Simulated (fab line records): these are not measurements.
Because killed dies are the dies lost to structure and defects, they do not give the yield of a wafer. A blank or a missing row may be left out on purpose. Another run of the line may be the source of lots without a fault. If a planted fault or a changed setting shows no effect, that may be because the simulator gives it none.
Chamber matching | flow nand_harc | cmp-03 running NHARC_A_BLC_CMP_25: 4 sister chambers
The step polishes, t overpolish 30 s, target thk 150 nm. 8 wafers are shown with their chamber, then 6 later ones without.

== WAFERS PAIRED WITH THEIR CHAMBERS ==
wafer  | chamber | motor_current_A (A) | time_to_endpoint_s (s)
L359.2 | 1       | 12.0                | 28.1
L365.3 | 0       | 12.9                | 29.6
L371.2 | 2       | 12.3                | 29.5
L371.3 | 3       | 11.6                | 33.0
L371.5 | 3       | 12.1                | 32.0
L373.2 | 2       | 12.4                | 29.5
L373.5 | 1       | 11.7                | 28.7
L373.6 | 0       | 13.2                | 28.1

== WAFERS WITHOUT THEIR CHAMBER ==
wafer  | motor_current_A (A) | time_to_endpoint_s (s)
L376.1 | 12.5                | 29.3
L376.2 | 11.8                | 27.7
L376.5 | 12.3                | 27.3
L379.1 | 12.2                | 25.1
L379.2 | 13.6                | 26.6
L379.4 | 12.3                | 25.8

== CHAMBER TAKEN BY EACH ==
wafer  | from the rows above          | in truth
L376.1 | can't be placed: 2 or 0      | 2
L376.2 | 1                            | 1
L376.5 | can't be placed: 1 or 2 or 0 | 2
L379.1 | can't be placed: 1 or 2 or 0 | 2
L379.2 | 0                            | 0
L379.4 | can't be placed: 1 or 2 or 0 | 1
Placed correctly: 2 of 6. These rows do not allow placing 4 (true chamber among the candidates in 4). Number placed wrongly: 0.
How it was worked out, from the rows above alone: a wafer's distance from a chamber is the root of the sum, over the readings, of the square of ((its reading less the chamber's mean) divided by the reading's scatter). The wafer belongs to the nearest chamber; if the next one is less than 2 further off, it can't be placed. A chamber's mean is the mean of its shown wafers. How the scatter is found: for the shown wafers, subtract from each reading the mean of its chamber, square and add these, divide the total by (wafers less chambers), then take the root.
